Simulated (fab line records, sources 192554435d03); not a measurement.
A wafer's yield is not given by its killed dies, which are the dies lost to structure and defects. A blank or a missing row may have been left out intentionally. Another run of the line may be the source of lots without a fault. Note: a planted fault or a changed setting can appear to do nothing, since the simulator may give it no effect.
A struck lot beside a sound one | flow n5 finfet | 14 out of 1938 route steps
Sound: these wafers, L115.2, L115.4, L115.6. Wafers L125.1, L125.3, L125.6 were the ones struck. Last of all comes the cause.
Each step with rows lists, per side, the tool, then ch with its chambers, then its first start. Under that, the readings that differ: sound wafers | struck wafers | difference of the means | sigmas: that difference in standard deviations of wafers without a fault.
alike: readings with means less than 2 such deviations apart, plus words and numbers identical on both sides. not compared: withheld readings, readings lacking a value on some wafer, bounds such as >300 that could conceal the same value, and numbers that have no deviation in the record and whose values overlap.
A row with sigmas, a row that says differs or no value, or rows on one side alone: a step with any of these is where the two part. Numbers that have no deviation but don't overlap get no sigmas and don't part them. A reading missing from all wafers of one side parts the sides only when that side holds two or more wafers.

N5_BEOL_M10_INSPECT_58: inspects for defects (darkfield).
  sound on defect inspect-01, day 12 07:02; struck on defect inspect-01, day 15 08:43
  alike: raw defect count
N5_BEOL_M11_ILD_DEP_00: deposits SiCOH lowk from DEMS/porogen, target thk 308.51 nm, time 58 s.
  sound on pecvd-04 ch 0,2, day 12 07:04; struck on pecvd-02 ch 0,1,2, day 15 08:45
  reading            | sound       | struck      | difference | sigmas
  heater power w (W) | 447 459 364 | 278 286 307 | -133       | -2
  alike: showerhead plenum p Torr, throttle valve pct
N5_BEOL_M11_CURE_71: cures SiCOH lowk, time 240 s.
  sound on uv cure-01 ch 0, day 12 07:14; struck on uv cure-02 ch 2, day 15 08:50
  alike: lamp power pct, wafer_temp_C_max
N5_BEOL_M11_THK_MEAS_01:
  sound on film metro-02, day 12 07:40; struck on film metro-01, day 15 09:20
  alike: M11_ILD_THK
N5_BEOL_M11_PECVD_70: deposits SiO2 from TEOS/O2, target thk 20 nm, time 22.7 s.
  sound on pecvd-02 ch 1,2, day 12 07:42; struck on pecvd-03 ch 0,2, day 15 09:23
  alike: heater power w, showerhead plenum p Torr, throttle valve pct
N5_BEOL_M11_HM_DEP_02: deposits TiN, target thk 20 nm.
  sound on pvd sputter-02, day 12 11:11; struck on pvd sputter-03, day 15 10:34
  alike: substrate temp c, throttle valve pct
then, 6 steps without rows for these wafers: N5_BEOL_M11_COAT_59 (time 60 s, resist thk 100 nm); N5_BEOL_M11_COAT_60 (time 60 s, resist thk 30 nm); N5_BEOL_M11_COAT_05 (resist thk 90 nm); N5_BEOL_M11_EBR_07; N5_BEOL_M11_SOFTBAKE_06 (time 60 s); N5_BEOL_M11_EXPOSE_08 (exposes mask M11).
N5_BEOL_M11_PEB_09: peb time 60 s.
  sound on litho track-03 ch 0, day 12 11:37; struck on litho track-04, day 15 11:00
  no value came back on the struck wafers for chill plate temp C (C), exhaust pa (Pa); on the sound wafers chill plate temp C (C) reads 23.16 23.24 23.19
then, 1 step without rows for these wafers: N5_BEOL_M11_DEVELOP_10 (develop time 30 s).

WHERE THEY PART
Earliest at N5_BEOL_M11_ILD_DEP_00; latest, in this record, at N5_BEOL_M11_PEB_09.

WHY: the cause the simulator had injected
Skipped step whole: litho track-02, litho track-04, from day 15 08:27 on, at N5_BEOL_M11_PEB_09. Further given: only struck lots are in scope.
